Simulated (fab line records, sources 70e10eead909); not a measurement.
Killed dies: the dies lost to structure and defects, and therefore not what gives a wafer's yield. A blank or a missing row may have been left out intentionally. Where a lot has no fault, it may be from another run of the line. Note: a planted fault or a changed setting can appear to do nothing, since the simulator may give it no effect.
Matching of chambers -- flow nand_harc -- rie_diel-02 running NHARC_A_STAIRCASE_DESCUM_168: 4 sister chambers
The step chemistry O2, time 3 s. 4 wafers are shown with their chamber, then 11 later ones without.

== WAFERS WITH THEIR CHAMBER ==
wafer,chamber,drypump_motor_current_A (A)
L086.3,0,5.64
L088.4,3,5.22
L088.6,2,6.01
L090.1,1,5.80

== WAFERS WITHOUT THEIR CHAMBER ==
wafer,drypump_motor_current_A (A)
L090.3,6.00
L090.6,5.64
L093.1,5.78
L093.3,5.67
L093.5,5.66
L092.3,6.01
L092.4,6.01
L092.6,5.60
L097.2,5.60
L097.3,5.75
L097.6,5.64

== WHICH CHAMBER EACH WENT THROUGH ==
wafer,from the rows above,in truth
L090.3,2,2
L090.6,0,0
L093.1,1,1
L093.3,0,0
L093.5,0,0
L092.3,2,2
L092.4,2,2
L092.6,0,0
L097.2,0,0
L097.3,1,1
L097.6,0,0
Placed correctly: 11 of 11. Not placeable from these rows: 0. 0 placed wrongly.
How it was worked out, from the rows above alone: a wafer's distance from a chamber is the root of the sum, over the readings, of the square of ((its reading less the chamber's mean) divided by the reading's scatter). The wafer belongs to the nearest chamber; if the next one is less than 2 further off, it can't be placed. The mean given for a chamber averages the wafers shown for that chamber. The scatter: root of mean squared gap, hidden wafer to nearest shown wafer, with one shown wafer a chamber.
